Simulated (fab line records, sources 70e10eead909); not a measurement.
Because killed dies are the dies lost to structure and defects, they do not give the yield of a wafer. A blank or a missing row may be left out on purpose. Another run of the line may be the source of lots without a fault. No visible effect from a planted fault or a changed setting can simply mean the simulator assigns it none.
Comparing a struck lot with a sound one	flow nand harc	13 out of 1159 route steps
Sound: wafers L822.2, L822.3, L822.6. Struck: wafers L832.2, L832.3. (L832.1 of the same lot was not struck and is left out.) The cause comes at the end.
Order at every step that has rows: each side's tool, ch and its chambers, its first start. Under that, the readings that differ: sound wafers	struck wafers	difference of the means	sigmas: that difference in standard deviations of wafers without a fault.
alike: same words and numbers on both sides, and readings whose means sit less than 2 such deviations apart. not compared: any withheld reading, any reading some wafer has no value for, any bound like >300 that may hide the same value, and any number with overlapping values for which the record gives no deviation.
Wherever a step has rows on one side only, a row that says differs or no value, or a row with sigmas, the two part there. Non-overlapping numbers with no deviation appear without sigmas and do not part them. Lack of a reading on every wafer of one side parts them only where that side has two or more wafers.

first, 2 steps without rows for these wafers: NHARC_A_SOURCE_PLATE_CVD_03 (deposits poly-Si, target thk 200 nm, time 4000 s); NHARC_A_SOURCE_PLATE_ANNEAL_05 (time 1800 s).
NHARC_A_SOURCE_PLATE_THK_MEAS_06: measures by ellipsometry.
  sound: film metro-01 at day 7 21:23; struck: film metro-02 at day 10 19:46
  alike: thk nm
NHARC_A_SOURCE_PLATE_INSPECT_08:
  sound: defect inspect-01 at day 7 21:27; struck: defect inspect-01 at day 10 19:50
  alike: raw defect count
following that, 1 step holds no rows for these wafers, namely NHARC_A_ONON_D1_DEP_00 (target thickness 1000 nm).
NHARC_A_ONON_D1_THK_MEAS_02: measures by ellipsometry.
  sound: film metro-02 at day 7 22:04; struck: film metro-01 at day 10 20:26
  alike: thk nm
following that, 1 step holds no rows for these wafers, namely NHARC_A_ONON_D1_DEP_03 (target thickness 1000 nm).
NHARC_A_ONON_D1_THK_MEAS_05: measures by ellipsometry.
  sound: film metro-02 at day 7 22:38; struck: film metro-01 at day 10 21:00
  alike: thk nm
following that, 1 step holds no rows for these wafers, namely NHARC_A_ONON_D1_DEP_06 (target thickness 1000 nm).
NHARC_A_ONON_D1_THK_MEAS_08: measures by ellipsometry.
  sound: film metro-01 at day 7 23:11; struck: film metro-01 at day 10 21:34
reading	sound	struck	difference	sigmas
thk nm (nm)	986 986 988	1006 1007	+20	+2
NHARC_A_ONON_D1_DEP_09: target thk 1000 nm.
  sound on pecvd onon-02 ch 0, day 7 23:19; struck on pecvd onon-01 ch 0, day 10 21:44
  alike: n2 flow sccm, n2o flow sccm
NHARC_A_ONON_D1_THK_MEAS_11: measures by ellipsometry.
  sound: film metro-01 at day 7 23:46; struck: film metro-01 at day 10 22:15
reading	sound	struck	difference	sigmas
thk nm (nm)	1011 1010 1010	967 968	-43	-4
following that, 1 step holds no rows for these wafers, namely NHARC_A_ONON_D1_DEP_12 (target thickness 1000 nm).

WHERE THEY PART
Last at NHARC_A_ONON_D1_THK_MEAS_11 as far as this record goes, first at NHARC_A_ONON_D1_THK_MEAS_08.

WHY: what the simulator had put in
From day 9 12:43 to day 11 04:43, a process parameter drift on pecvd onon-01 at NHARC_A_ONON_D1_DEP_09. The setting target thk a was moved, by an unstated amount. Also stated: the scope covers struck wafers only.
